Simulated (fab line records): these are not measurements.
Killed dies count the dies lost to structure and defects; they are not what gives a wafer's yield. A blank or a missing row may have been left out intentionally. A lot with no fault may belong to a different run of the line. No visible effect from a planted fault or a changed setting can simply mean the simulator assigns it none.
Check of tool commonality    flow nand-harc    Sample size 14 lots and 42 wafers

REASON FOR OPENING
Flagged at NHARC_A_M0_CD_MEAS_09: reading cd-nm, on 2 of 14 lots. No-fault wafers: 80.4 nm, standard deviation 0.58.
Rule: flag the lot when none of its wafers has a number, or when each of its wafers that has one lies beyond 4 standard deviations from that mean. The other lots count as sound.

lot   measured      on         cd-nm (nm), wafer by wafer  flag
L507  day 23 09:44  cd-sem-01  80.9 80.6 80.4              
L508  day 23 09:54  cd-sem-01  79.6 80.6 79.7              
L510  day 24 19:31  cd-sem-02  80.9 81.6 80.8              
L514  day 25 20:31  cd-sem-03  79.7 79.9 79.4              
L513  day 25 21:50  cd-sem-02  79.8 81.0 80.3              
L515  day 26 02:00  cd-sem-03  81.1 80.5 79.9              
L520  day 28 02:11  cd-sem-01  79.9 81.3 79.5              
L518  day 28 04:58  cd-sem-02  98.8 99.7 100.1             FLAGGED
L521  day 29 00:59  cd-sem-02  95.8 94.9 95.5              FLAGGED
L526  day 30 06:23  cd-sem-01  80.3 80.6 80.4              
L525  day 30 08:55  cd-sem-03  79.4 80.4 78.8              
L529  day 32 08:02  cd-sem-01  79.7 80.0 79.1              
L530  day 32 12:16  cd-sem-02  81.0 80.0 79.6              
L528  day 32 12:56  cd-sem-01  81.1 80.5 80.2              
The mean of the flagged lots' numbers is 97.5 nm, +17.1 nm from the usual (+29 standard deviations).

EACH LOT AND THE TOOL IT RAN ON
Before the reading, the record contains 3 process steps out of a 1302-step route. Each cell gives the tool, then ch followed by the chambers the sampled wafers passed through, then the start.
lot   flag     NHARC_A_BLC_ETCH_18                            NHARC_A_BLC_STRIP_21                NHARC_A_M0_PEB_07
L507           rie-diel-12 ch 1,3, day 23 06:17 or earlier    rie-diel-03 ch 0,2,3, day 23 06:17  litho-track-06 ch 0, day 23 09:40
L508           rie-diel-03 ch 0,3, day 23 06:53 or earlier    rie-diel-03 ch 0,1,3, day 23 06:53  litho-track-01 ch 0, day 23 09:49
L510           rie-diel-03 ch 0,2, day 24 16:43 or earlier    rie-diel-03 ch 0,1,2, day 24 16:43  litho-track-06 ch 0, day 24 19:26
L514           rie-diel-07 ch 1,2,3, day 25 17:49 or earlier  rie-diel-03 ch 1,2,3, day 25 17:49  litho-track-01 ch 0, day 25 20:26
L513           rie-diel-12 ch 0,2,3, day 25 19:15 or earlier  rie-diel-03 ch 0,2,3, day 25 19:15  litho-track-04 ch 0, day 25 21:45
L515           rie-diel-07 ch 1,2, day 25 23:26 or earlier    rie-diel-03 ch 1,3, day 25 23:26    litho-track-06 ch 0, day 26 01:55
L520           rie-diel-12 ch 1,2,3, day 27 23:35 or earlier  rie-diel-03 ch 0,1,3, day 27 23:35  litho-track-06 ch 0, day 28 02:06
L518  FLAGGED  rie-diel-12 ch 1,3, day 28 02:23 or earlier    rie-diel-12 ch 1,3, day 28 02:23    litho-track-06 ch 0, day 28 04:53
L521  FLAGGED  rie-diel-03 ch 0,2,3, day 28 22:16 or earlier  rie-diel-07 ch 0,3, day 28 22:16    litho-track-06 ch 0, day 29 00:55
L526           rie-diel-12 ch 0,1,3, day 30 03:49 or earlier  rie-diel-12 ch 1,2,3, day 30 03:49  litho-track-04 ch 0, day 30 06:18
L525           rie-diel-07 ch 0,1,2, day 30 06:13 or earlier  rie-diel-07 ch 0,1,2, day 30 06:13  litho-track-01 ch 0, day 30 08:50
L529           rie-diel-03 ch 0,2,3, day 32 05:17 or earlier  rie-diel-12 ch 2,3, day 32 05:17    litho-track-04 ch 0, day 32 07:58
L530           rie-diel-03 ch 0,1, day 32 09:34 or earlier    rie-diel-07 ch 1,2, day 32 09:34    litho-track-01 ch 0, day 32 12:10
L528           rie-diel-03 ch 0,3, day 32 10:11 or earlier    rie-diel-03 ch 0,3, day 32 10:11    litho-track-01 ch 0, day 32 12:51
What is done by these steps:
- NHARC_A_BLC_ETCH_18: etches the open film in C4F8/O2/Ar, target depth 910 nm.
- NHARC_A_BLC_STRIP_21: strips in O2.
- NHARC_A_M0_PEB_07: peb time 65 s.
- NHARC_A_M0_CD_MEAS_09: target cd 80 nm.

FLAGGED AGAINST TOTAL, ONE TOOL AT A TIME (gauges that did the reading follow at the end)
step                   tool            lots run  flagged  share of the flagged lots  sound lots run after its first flagged lot
NHARC_A_BLC_ETCH_18    rie-diel-03     6         1        some                       3 (L529,L530,L528)
NHARC_A_BLC_ETCH_18    rie-diel-07     3         0        none                       -
NHARC_A_BLC_ETCH_18    rie-diel-12     5         1        some                       1 (L526)
NHARC_A_BLC_STRIP_21   rie-diel-03     8         0        none                       -
NHARC_A_BLC_STRIP_21   rie-diel-07     3         1        some                       2 (L525,L530)
NHARC_A_BLC_STRIP_21   rie-diel-12     3         1        some                       2 (L526,L529)
NHARC_A_M0_PEB_07      litho-track-01  5         0        none                       -
NHARC_A_M0_PEB_07      litho-track-04  3         0        none                       -
NHARC_A_M0_PEB_07      litho-track-06  6         2        all                        0
NHARC_A_M0_CD_MEAS_09  cd-sem-01       6         0        none                       -
NHARC_A_M0_CD_MEAS_09  cd-sem-02       5         2        all                        1 (L530)
NHARC_A_M0_CD_MEAS_09  cd-sem-03       3         0        none                       -
With no start given for some of its lots, NHARC_A_BLC_ETCH_18 uses the hours and lot order of NHARC_A_BLC_STRIP_21.

THE TABLE: WHAT IT ALLOWS
2 rows of the table ran every flagged lot: litho-track-06 at NHARC_A_M0_PEB_07, cd-sem-02 at NHARC_A_M0_CD_MEAS_09.
- litho-track-06 at NHARC_A_M0_PEB_07: 2 of its 6 lots flagged. Last sound lot L520 at day 28 02:06, first flagged lot L518 at day 28 04:53; a fault beginning in between fits. Its own readings lie more than 4 standard deviations out on every wafer of the flagged lots: heater-power-total-W, plate-temp-C.
- cd-sem-02 at NHARC_A_M0_CD_MEAS_09: 2 of its 5 lots flagged. Sound lots ran on it after the first flagged one (L530), which a lasting fault on the whole tool wouldn't allow.
Just one tool remains: litho-track-06 at NHARC_A_M0_PEB_07.

WHAT WAS PUT IN BY THE SIMULATOR
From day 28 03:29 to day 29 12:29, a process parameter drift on litho-track-06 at NHARC_A_M0_PEB_07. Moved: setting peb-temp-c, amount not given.
Shown lots that were struck: L518, L521. Same finding as the rule above.
